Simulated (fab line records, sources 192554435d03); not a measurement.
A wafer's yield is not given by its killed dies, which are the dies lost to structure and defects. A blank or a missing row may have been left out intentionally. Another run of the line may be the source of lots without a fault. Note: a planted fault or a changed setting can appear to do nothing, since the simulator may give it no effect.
8D (eight disciplines) problem report, filled in by code | flow n5-finfet | the parts of the form that need people (team, actions taken, sign-off) are left out

1. WHAT IS WRONG
At N5_BEOL_M6_COAT_71, spin-speed-rpm averages 1230.6 rpm over 6 wafers from 2 lots, while fault-free wafers read 1499.6 rpm, standard deviation 0.99. So: -99 or more standard deviations from the usual mean.
The step: time 60 s, resist thk 5 nm.
Earliest sighting: wafer L400.2 on litho-track-01 at day 15 09:59. The record holds 30 wafers of 10 lots with a number at this step. Rule for "out" (also "out of limits"): further than 4 standard deviations from the usual mean. All remaining wafers that have a number are taken as sound.

2. WHAT IT IS; WHAT IT IS NOT
question                    | is                     | is not
which readings at this step | spin-speed-rpm         | -
which lots                  | L400, L404             | L387, L389, L390, L392, L393, L395, L401, L406
which wafers of those lots  | all that have a number | -
read on which tools         | litho-track-01         | litho-track-02, litho-track-04
when                        | from day 15 09:59      | up to then (18 sound wafers); but 6 sound wafers of L401, L406 came after

3. SUSPECTS, AND WHAT RULES EACH OUT
Counting: a tool at any process step up to the reading remains a suspect when it ran all the lots that are out and ran no sound lot after the first of those.
- uv-cure-03 at N5_BEOL_M6_CURE_74 (cures SiCOH lowk, time 240 s): kept. It ran every lot that is out, first L400 (day 15 06:19), and no sound lot after that; its last sound lot up to then is L390 (day 11 07:59).
- litho-track-01 at N5_BEOL_M6_COAT_71 (time 60 s, resist thk 5 nm): kept. It ran every lot that is out, first L400 (day 15 09:59), and no sound lot after that; its last sound lot up to then is L395 (day 13 13:29). On those wafers its own readings are out: spin-speed-rpm.
What counting leaves: uv-cure-03 at N5_BEOL_M6_CURE_74 and litho-track-01 at N5_BEOL_M6_COAT_71.

4. THE CAUSE (what the simulator had put in)
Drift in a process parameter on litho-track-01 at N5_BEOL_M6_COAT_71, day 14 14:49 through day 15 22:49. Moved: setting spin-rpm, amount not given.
2 suspects survive the count, and this tool is in that group.

5. SEQUENCE OF EFFECTS, ordered by route
Each row: a reading where the mean over the struck wafers with a number is more than 3 standard deviations away from the usual. Scope: only readings with a usual standard deviation given in the record; hours: median across lots of the time from each lot's start at the first step in this table that gives one to its start at this step; sigmas: change in usual standard deviations.
hours | step               | reading           | usual      | on struck wafers | change | sigmas
0     | N5_BEOL_M6_COAT_71 | spin-speed-rpm    | 1499.6 rpm | 1230.6           | -269.0 | -99 or more
0     | N5_BEOL_M6_ETCH_72 | etch-rf-on-time-s | 5.22 s     | 5.70             | +0.48  | +5.3
Here are the process steps it includes:
- N5_BEOL_M6_COAT_71: time 60 s, resist thk 5 nm.
- N5_BEOL_M6_ETCH_72: etches underlayer in N2/H2, target depth 6.5 nm, time 5.2 s.

6. WHAT WOULD HAVE CAUGHT IT SOONER
19 hours passed between the start of the fault at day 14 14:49 and the first reading out of limits in this record, taken at day 15 09:59.
